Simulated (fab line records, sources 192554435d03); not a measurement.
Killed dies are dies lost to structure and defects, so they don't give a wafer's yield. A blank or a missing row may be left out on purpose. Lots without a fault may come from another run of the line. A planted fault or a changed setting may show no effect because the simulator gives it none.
Chamber matching | flow n5_finfet | N5_BEOL_M10_CURE_71 on uv_cure-02: 3 sister chambers
The step cures SiCOH lowk, time 240 s. 24 wafers are shown with their chamber, then 12 later ones without.

WAFERS WITH THEIR CHAMBER
wafer  | chamber | wafer_temp_C_max | lamp_power_pct (%)
L074.2 | 0       | 386.7            | 52.31
L074.3 | 0       | 386.6            | 52.33
L074.5 | 0       | 386.7            | 52.33
L075.3 | 2       | 387.5            | 52.33
L075.4 | 2       | 387.0            | 52.26
L075.6 | 2       | 387.6            | 52.43
L077.1 | 0       | 386.6            | 52.36
L077.2 | 0       | 387.5            | 52.28
L077.5 | 0       | 386.5            | 52.37
L076.1 | 2       | 388.3            | 52.33
L076.5 | 2       | 387.2            | 52.28
L076.6 | 2       | 387.6            | 52.31
L082.1 | 1       | 388.7            | 52.26
L082.2 | 1       | 387.7            | 52.25
L082.5 | 1       | 387.0            | 52.33
L085.3 | 2       | 387.5            | 52.33
L085.5 | 2       | 387.8            | 52.21
L085.6 | 2       | 387.1            | 52.33
L087.4 | 0       | 387.4            | 52.28
L087.5 | 0       | 386.7            | 52.31
L087.6 | 0       | 387.6            | 52.27
L091.1 | 1       | 387.6            | 52.35
L091.3 | 1       | 387.8            | 52.37
L091.6 | 1       | 388.0            | 52.19

SIGNATURES (means of the wafers above)
reading          | chamber 0 | chamber 1 | chamber 2 | scatter within a chamber
wafer_temp_C_max | 386.922   | 387.800   | 387.511   | 0.455
lamp_power_pct   | 52.3156   | 52.2917   | 52.3122   | 0.055
Rule: a wafer's distance from a chamber is the root of the sum, over the readings, of the square of ((its reading less the chamber's mean) divided by the reading's scatter). The wafer belongs to the nearest chamber; if the next one is less than 2 further off, it can't be placed. The scatter: the root of (the sum of the squares of (reading less its chamber's mean) over the shown wafers, divided by (wafers less chambers)).

WAFERS WITHOUT THEIR CHAMBER
wafer  | wafer_temp_C_max | lamp_power_pct (%)
L093.1 | 386.3            | 52.37
L093.3 | 386.4            | 52.37
L093.5 | 386.6            | 52.22
L094.1 | 387.4            | 52.36
L094.2 | 387.9            | 52.29
L094.3 | 387.5            | 52.27
L094.4 | 387.1            | 52.17
L094.5 | 387.5            | 52.24
L094.6 | 387.4            | 52.32
L097.1 | 388.5            | 52.38
L097.3 | 387.3            | 52.37
L097.5 | 387.0            | 52.34

WHICH CHAMBER EACH WENT THROUGH
wafer  | from the rows above          | in truth
L093.1 | can't be placed: 0 or 2 or 1 | 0
L093.3 | can't be placed: 0 or 2 or 1 | 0
L093.5 | can't be placed: 0 or 2 or 1 | 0
L094.1 | can't be placed: 2 or 0 or 1 | 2
L094.2 | can't be placed: 1 or 2 or 0 | 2
L094.3 | can't be placed: 1 or 2 or 0 | 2
L094.4 | can't be placed: 0 or 1 or 2 | 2
L094.5 | can't be placed: 1 or 2 or 0 | 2
L094.6 | can't be placed: 2 or 1 or 0 | 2
L097.1 | can't be placed: 1 or 2 or 0 | 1
L097.3 | can't be placed: 2 or 0 or 1 | 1
L097.5 | can't be placed: 0 or 2 or 1 | 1
Placed correctly: 0 of 12. Can't be placed from these rows: 12 (the true chamber is among the candidates in 12). Placed wrongly: 0.
